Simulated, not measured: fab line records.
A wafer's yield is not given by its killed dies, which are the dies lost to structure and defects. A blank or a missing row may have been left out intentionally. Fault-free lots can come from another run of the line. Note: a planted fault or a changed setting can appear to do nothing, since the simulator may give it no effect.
Struck lot and sound lot, side by side	flow nand_harc	42 steps out of a route of 1302
Sound: wafers L724.2, L724.4, L724.6. Struck: wafers L735.3, L735.4, L735.6. The cause comes at the end.
At each step with rows: each side's tool, then ch and its chambers, then its first start. Under that, the readings that differ: sound wafers	struck wafers	difference of the means	sigmas: that difference in standard deviations of wafers without a fault.
alike: readings whose means differ by less than 2 such deviations, and words and numbers that are the same on both sides. not compared: withheld readings, readings that some wafer has no value for, bounds like >300 that may hide the same value, and numbers for which the record gives no deviation and whose values overlap.
A row with sigmas, a row that says differs or no value, or rows on one side alone: a step with any of these is where the two part. Numbers that don't overlap but have no deviation are shown without sigmas and don't part them. A reading that every wafer of one side lacks parts them only if that side has two wafers or more.

NHARC_A_CONTACT_ETCH_50: etches the open film in CF4/CHF3, target depth 121 nm, time 60.5 s.
  sound on rie_diel-04 ch 0,1,2; struck on rie_diel-07 ch 0,3
  alike: drypump_motor_current_A, oes_product_au, rf_vpp_V, showerhead_plenum_p_Torr, throttle_valve_pct
  not compared: rf_hours_counter_h
then, 1 step without rows for these wafers: NHARC_A_CONTACT_ETCH_51 (etches the open film in O2/COS, target depth 7000 nm, time 1820 s).
NHARC_A_CONTACT_ETCH_111: etches the open film in C4F8/O2/Ar, time 140 s, target depth 700 nm.
  sound on har_cap_etch-01 ch 0, day 25 05:06; struck on har_cap_etch-01 ch 0,1, day 29 05:52
  not compared: rf_hours_counter_h
NHARC_A_CONTACT_ETCH_112: etches the open film in C4F8/O2/Ar, time 190 s, target depth 1850 nm.
  sound on har_cap_etch-01 ch 0, day 25 05:18; struck on har_cap_etch-01 ch 0,1, day 29 06:03
  not compared: rf_hours_counter_h
then, 2 steps without rows for these wafers: NHARC_A_CONTACT_ETCH_113 (etches the open film in C4F8/O2/Ar, time 190 s, target depth 1850 nm); NHARC_A_CONTACT_ETCH_114 (etches the open film in C4F8/O2/Ar, time 190 s, target depth 1850 nm).
NHARC_A_CONTACT_ETCH_115: etches the open film in C4F8/O2/Ar, time 190 s, target depth 1850 nm.
  sound on har_cap_etch-01 ch 0, day 25 05:49; struck on har_cap_etch-01 ch 0,1, day 29 06:34
  not compared: rf_hours_counter_h
then, 5 steps without rows for these wafers: NHARC_A_CONTACT_ETCH_116 (etches the open film in C4F8/O2/Ar, time 190 s, target depth 1850 nm); NHARC_A_CONTACT_ETCH_117 (etches the open film in C4F8/O2/Ar, time 190 s, target depth 1850 nm); NHARC_A_CONTACT_ETCH_118 (etches the open film in C4F8/O2/Ar, time 190 s, target depth 1850 nm); NHARC_A_CONTACT_ETCH_119 (etches the open film in C4F8/O2/Ar, time 190 s, target depth 1850 nm); NHARC_A_CONTACT_ETCH_120 (etches the open film in C4F8/O2/Ar, time 190 s, target depth 1850 nm).
NHARC_A_CONTACT_ETCH_121: etches the open film in C4F8/O2/Ar, time 190 s, target depth 1850 nm.
  sound on har_cap_etch-01 ch 0, day 25 06:50; struck on har_cap_etch-01 ch 0,1, day 29 07:35
  not compared: rf_hours_counter_h
then, 4 steps without rows for these wafers: NHARC_A_CONTACT_ETCH_122 (etches the open film in C4F8/O2/Ar, time 190 s, target depth 1850 nm); NHARC_A_CONTACT_ETCH_123 (etches the open film in C4F8/O2/Ar, time 490 s, target depth 2110 nm); NHARC_A_CONTACT_ETCH_90 (etches the open film in CH3F/O2, target depth 40 nm, time 85.7 s); NHARC_A_CONTACT_ETCH_96 (etches the open film in C4F6/O2, target depth 20 nm, time 10 s).
NHARC_A_CONTACT_CD_MEAS_53:
  sound: cd_sem-01 at day 25 08:23; struck: cd_sem-02 at day 29 09:04
  alike: cd_nm
then, 18 steps without rows for these wafers: NHARC_A_CONTACT_STRIP_99 (strips in N2/H2); NHARC_A_CONTACT_STRIP_100 (strips in CF4/CHF3); NHARC_A_CONTACT_STRIP_101 (strips in O2/COS); NHARC_A_CONTACT_ETCH_102 (etches the open film in CF4/O2, target depth 100 nm, overetch 10 nm, time 55 s); NHARC_A_CONTACT_STRIP_55 (strips in O2); NHARC_A_CONTACT_STRIP_56 (strips in post etch residue remover, time 600 s); NHARC_A_CONTACT_DEP_57 (deposits aC, target thk 5300 nm); NHARC_A_CONTACT_DEP_58 (deposits SiON, target thk 90 nm); NHARC_A_CONTACT_DEHYDRATE_59 (time 120 s); NHARC_A_CONTACT_HMDS_60 (time 30 s); NHARC_A_CONTACT_COAT_61 (time 75 s); NHARC_A_CONTACT_COAT_62 (time 65 s); NHARC_A_CONTACT_COAT_63 (resist thk 90 nm); NHARC_A_CONTACT_SOFTBAKE_64 (time 55 s); NHARC_A_CONTACT_EBR_65; NHARC_A_CONTACT_EXPOSE_66 (exposes mask A CC 2); NHARC_A_CONTACT_PEB_67 (peb time 65 s); NHARC_A_CONTACT_DEVELOP_68 (develop time 35 s).
NHARC_A_CONTACT_CD_MEAS_69: target cd 300 nm.
  sound on cd_sem-02 ch 0, day 25 13:23; struck on cd_sem-03 ch 0, day 29 14:20
  alike: cd_nm
NHARC_A_CONTACT_OVL_MEAS_70:
  sound: overlay-01 at day 25 13:29; struck: overlay-01 at day 29 14:26
  alike: overlay_x_nm, overlay_y_nm
then, 2 steps without rows for these wafers: NHARC_A_CONTACT_DESCUM_74 (chemistry O2, time 3 s); NHARC_A_CONTACT_ETCH_75 (etches the open film in CF4, target depth 39 nm, time 65 s).
NHARC_A_CONTACT_ETCH_76: etches the open film in N2/H2, target depth 260 nm, time 475.3 s.
  sound on rie_diel-11 ch 1,3; struck on rie_diel-04 ch 0,1,3
reading	sound	struck	difference	sigmas
oes_product_au (a.u.)	1.030 1.013 1.012	0.991 0.964 0.983	-0.039	-3
rf_vpp_V (V)	427.9 431.2 427.5	435.3 434.0 433.9	+5.5	+2
showerhead_plenum_p_Torr (Torr)	1.96 2.07 1.96	2.20 2.16 2.18	+0.18	+2
  alike: drypump_motor_current_A, throttle_valve_pct
  not compared: rf_hours_counter_h
-- record jumps: 3 days between struck wafers' starts before vs after; left off in module A_CONTACT, resumes in module END, first step shown is number 1302 of the route --
NHARC_END_SORT_01:
  sound on prober-01 ch 0, day 28 06:14; struck on prober-01 ch 0, day 32 04:44
reading	sound	struck	difference	sigmas
killed_at_array	24 46 24	122 158 119	+102	+5
killed_dies	29 53 32	124 161 119	+97	+5
killed_short	5 4 4	1 1 0	-4	-2
  alike: killed_at_other, killed_at_periphery, killed_open

== WHERE THEY PART ==
At NHARC_A_CONTACT_ETCH_76 first; at NHARC_END_SORT_01 last (within this record only).

WHY: what the simulator had put in
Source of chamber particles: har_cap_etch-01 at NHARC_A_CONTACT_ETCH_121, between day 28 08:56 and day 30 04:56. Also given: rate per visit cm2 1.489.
